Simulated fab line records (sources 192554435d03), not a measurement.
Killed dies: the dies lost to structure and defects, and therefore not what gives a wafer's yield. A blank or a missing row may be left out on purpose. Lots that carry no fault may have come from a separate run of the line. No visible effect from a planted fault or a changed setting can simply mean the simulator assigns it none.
One fault through the eyes of 3 desks ; flow n5Finfet ; each desk holds nothing but its own numbers, with what lay behind them at the end

THE METROLOGY DESK
Lot by lot, what the gauges showed, no matter which tool ran the lot: averages of those sampled wafers that carry a number. The brackets show how far a lot's mean lies from the usual mean; more than 4 standard deviations puts the lot out of limits, marked OUT.
Columns: A = M8_THK at N5_BEOL_M8_THK_MEAS_53, usual 80.3 nm; B = M8_RS at N5_BEOL_M8_RS_MEAS_57, usual 0.289 ohm/sq; C = M9_ILD_THK at N5_BEOL_M9_THK_MEAS_01, usual 268 nm; D = cdNm at N5_BEOL_M9_CD_MEAS_11, usual 64.1 nm; E = M9_OVL at N5_BEOL_M9_OVL_MEAS_12, usual -0.5 nm
lot;first seen here;A;B;C;D;E
L778;day 9 04:05;80.8;0.286;265;64.0;-1.0
L779;day 10 00:36;82.9;0.283;269;64.7;-1.0
L780;day 10 09:57;78.4;0.298;271;63.5;-0.8
L782;day 10 10:51;79.5;0.288;267;64.0;-0.1
L790;day 12 16:29;82.5;0.281;269;64.3;-0.8
L793;day 13 00:47;78.9;0.294;270;63.0;-0.3
Result from this desk: across the 6 lots, nothing is out of limits.

THE DEFECT DESK
For each lot, the counts of the inspections along the route, averaged over the sampled wafers that have a number. The brackets show how far a lot's mean lies from the usual mean; more than 4 standard deviations puts the lot out of limits, marked OUT.
Columns: A = rawDefectCount at N5_BEOL_M8_INSPECT_58, usual 68; B = rawDefectCount at N5_BEOL_M9_INSPECT_13, usual 399
lot;first seen here;A;B
L778;day 9 04:14;56;355
L779;day 10 00:46;71;274
L780;day 10 10:08;58;345
L782;day 10 11:01;44;273
L790;day 12 16:39;57;417
L793;day 13 00:57;80;430
Result from this desk: across the 6 lots, nothing is out of limits.

DESK OF THE TOOL OWNER: lithoTrack-01
The tool's own readings at N5_BEOL_M9_COAT_60 (time 60 s, resist thk 30 nm): means of the sampled wafers that have a number, for each lot that ran on this tool. The brackets show how far a lot's mean lies from the usual mean; more than 4 standard deviations puts the lot out of limits, marked OUT.
Columns: A = chillPlateTempC at N5_BEOL_M9_COAT_60, usual 23.03 C; B = spinSpeedRpm at N5_BEOL_M9_COAT_60, usual 1500.0 rpm
lot;first seen here;A;B
L778;day 9 07:28;22.98;1500.3
L779;day 10 02:11;22.98;1667.1 (+99 or more) OUT
L782;day 10 12:03;22.88;1665.4 (+99 or more) OUT
L790;day 12 18:45;22.97;1498.2
Finding of this desk: L779, L782 out of limits; the first was L779 at day 10 02:11, on spinSpeedRpm at N5_BEOL_M9_COAT_60. L778, L790: within limits.

ALL TOGETHER
An alarm could have come from the tool owner's desk at day 10 02:11, on L779, L782.
The metrology desk saw nothing out of limits.
No out-of-limits result turned up at the defect desk.
The metrology desk has L779, L782 on record, within its limits.
The defect desk has L779, L782 on record, within its limits.
All the named lots went through N5_BEOL_M9_COAT_60 on lithoTrack-01.

WHAT HAD BEEN PUT IN BY THE SIMULATOR
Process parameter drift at N5_BEOL_M9_COAT_60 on lithoTrack-01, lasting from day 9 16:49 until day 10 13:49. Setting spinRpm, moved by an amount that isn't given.
Struck lots among those shown: L779, L782.
Delay in hours, fault start to first out-of-limits reading, by desk: the tool owner's desk at 9.
